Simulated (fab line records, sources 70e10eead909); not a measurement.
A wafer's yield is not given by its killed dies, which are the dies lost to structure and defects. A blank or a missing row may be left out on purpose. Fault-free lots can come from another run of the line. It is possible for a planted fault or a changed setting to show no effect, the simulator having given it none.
Comparing a struck lot with a sound one / flow nand_harc / 42 steps out of a route of 1302
Sound: wafers L996.1, L996.5, L996.6. Struck: wafer L112.2. (L112.1, L112.3 of the same lot were not struck and are left out.) The cause comes at the end.
Per side, at each step with rows, come the tool, then ch with its chambers, and then its first start. Under that, the readings that differ: sound wafers / struck wafers / difference of the means / sigmas: that difference in standard deviations of wafers without a fault.
alike: words and numbers the same on both sides, and readings whose means are apart by under 2 such deviations; not compared: readings that were withheld, readings missing a value for some wafer, numbers with overlapping values and no deviation given by the record, and bounds like >300 which may hide the same value.
The two part at a step that has a row with sigmas, a row that says differs or no value, or rows on one side only. Non-overlapping numbers with no deviation appear without sigmas and do not part them. A reading that every wafer of one side lacks parts them only if that side has two wafers or more.

first, 4 steps without rows for these wafers: NHARC_THIN_TSV_EBR_08; NHARC_THIN_TSV_EXPOSE_09 (exposes mask TSV); NHARC_THIN_TSV_PEB_10 (peb time 85 s); NHARC_THIN_TSV_DEVELOP_11 (time 70 s).
NHARC_THIN_TSV_CD_MEAS_12: the cd target is 1000 nm.
  sound on cd_sem-01 ch 0, day 24 01:53; struck on cd_sem-02 ch 0, day 31 07:05
  alike: cd_nm
then, 4 steps without rows for these wafers: NHARC_THIN_TSV_HARDBAKE_13 (time 80 s); NHARC_THIN_TSV_DESCUM_14 (chemistry O2, time 3 s); NHARC_THIN_TSV_ETCH_44 (etches the open film in CF4/O2, target depth 1594.2 nm, time 797.1 s); NHARC_THIN_TSV_ETCH_15 (target depth 3000 nm, bosch target overetch cycles 2, bosch etch step 2.8 s).
NHARC_THIN_TSV_CD_MEAS_16:
  sound: cd_sem-01 at day 24 02:50; struck: cd_sem-03 at day 31 08:02
  alike: cd_nm
then, 2 steps without rows for these wafers: NHARC_THIN_TSV_STRIP_45 (strips in O2); NHARC_THIN_TSV_STRIP_46 (strips in post etch residue remover, time 1200 s).
NHARC_THIN_TSV_DEP_47: deposits SiO2, target thk 200 nm.
  sound on pecvd-02 ch 0,1, day 24 03:48; struck on pecvd-02 ch 2, day 31 08:55
  alike: rf_fwd_power_W, throttle_valve_pct
then, 1 step without rows for these wafers: NHARC_THIN_TSV_ETCHBACK_48 (etches the open film in C4F8/Ar, target depth 1028.5 nm, time 405.17 s).
NHARC_THIN_TSV_STRIP_62: strips in N2/H2, time 20 s.
  sound on plasma_asher-02 ch 0,1, day 24 04:30; struck on plasma_asher-02 ch 1, day 31 09:41
  alike: drypump_motor_current_A, heater_power_w
  not compared: rf_hours_counter_h
NHARC_THIN_TSV_DEGAS_49: time 120 s.
  sound: pvd_sputter-03 at day 24 04:41; struck: pvd_sputter-02 at day 31 09:51
  alike: heater_power_w
NHARC_THIN_TSV_PRE_CLEAN_50: time 30 s.
  sound on pvd_sputter-03; struck on pvd_sputter-02
  alike: heater_power_w
NHARC_THIN_TSV_PVD_19: deposits TaN, target thk 20 nm.
  sound on pvd_sputter-03; struck on pvd_sputter-02
reading=throttle_valve_pct (%); sound=27.4 27.3 30.0; struck=31.4; difference=+3.2; sigmas=+2
then, 2 steps without rows for these wafers: NHARC_THIN_TSV_PVD_51 (deposits Cu, target thk 100 nm); NHARC_THIN_TSV_ECD_20 (material Cu, target thk 2000 nm).
NHARC_THIN_TSV_ANNEAL_52: time 90 s.
  sound on rtp_anneal-01 ch 0, day 24 05:50; struck on rtp_anneal-02 ch 0, day 31 11:01
  alike: anneal_temp_c_max, wafer_temp_C_max
then, 14 steps without rows for these wafers: NHARC_THIN_TSV_CMP_21 (polishes, t overpolish 30 s, target thk 2000 nm); NHARC_THIN_TSV_SRD_23; NHARC_THIN_TSV_DEGAS_53 (time 60 s); NHARC_THIN_TSV_PRE_CLEAN_54 (time 30 s); NHARC_THIN_TSV_PVD_55 (deposits TiN, target thk 50 nm); NHARC_THIN_TSV_PVD_24 (deposits Al, target thk 800 nm); NHARC_THIN_TSV_DEHYDRATE_25 (time 120 s); NHARC_THIN_TSV_HMDS_26 (time 30 s); NHARC_THIN_TSV_COAT_27; NHARC_THIN_TSV_SOFTBAKE_28 (time 95 s); NHARC_THIN_TSV_EBR_29; NHARC_THIN_TSV_EXPOSE_30 (exposes mask PAD); NHARC_THIN_TSV_PEB_31 (peb time 85 s); NHARC_THIN_TSV_DEVELOP_32 (time 70 s).
NHARC_THIN_TSV_CD_MEAS_33: the cd target is 5000 nm.
  sound on cd_sem-02 ch 0, day 24 07:40; struck on cd_sem-02 ch 0, day 31 12:58
  alike: cd_nm
then, 5 steps without rows for these wafers: NHARC_THIN_TSV_HARDBAKE_34 (time 80 s); NHARC_THIN_TSV_DESCUM_35 (chemistry O2, time 3 s); NHARC_THIN_TSV_ETCH_59 (etches the open film in Cl2/BCl3, target depth 880 nm, time 138.1 s); NHARC_THIN_TSV_ETCH_36 (etches the open film in Cl2/BCl3, target depth 65 nm, time 18.571 s); NHARC_THIN_TSV_STRIP_56 (strips in O2).
NHARC_END_SORT_01:
  only the struck wafers appear in the record here, on prober-01 ch 0 at day 32 02:40; the sound ones have no rows

WHERE THEY PART
First at NHARC_THIN_TSV_PVD_19; last, within this record, at NHARC_END_SORT_01.

WHY: whatever the simulator had introduced
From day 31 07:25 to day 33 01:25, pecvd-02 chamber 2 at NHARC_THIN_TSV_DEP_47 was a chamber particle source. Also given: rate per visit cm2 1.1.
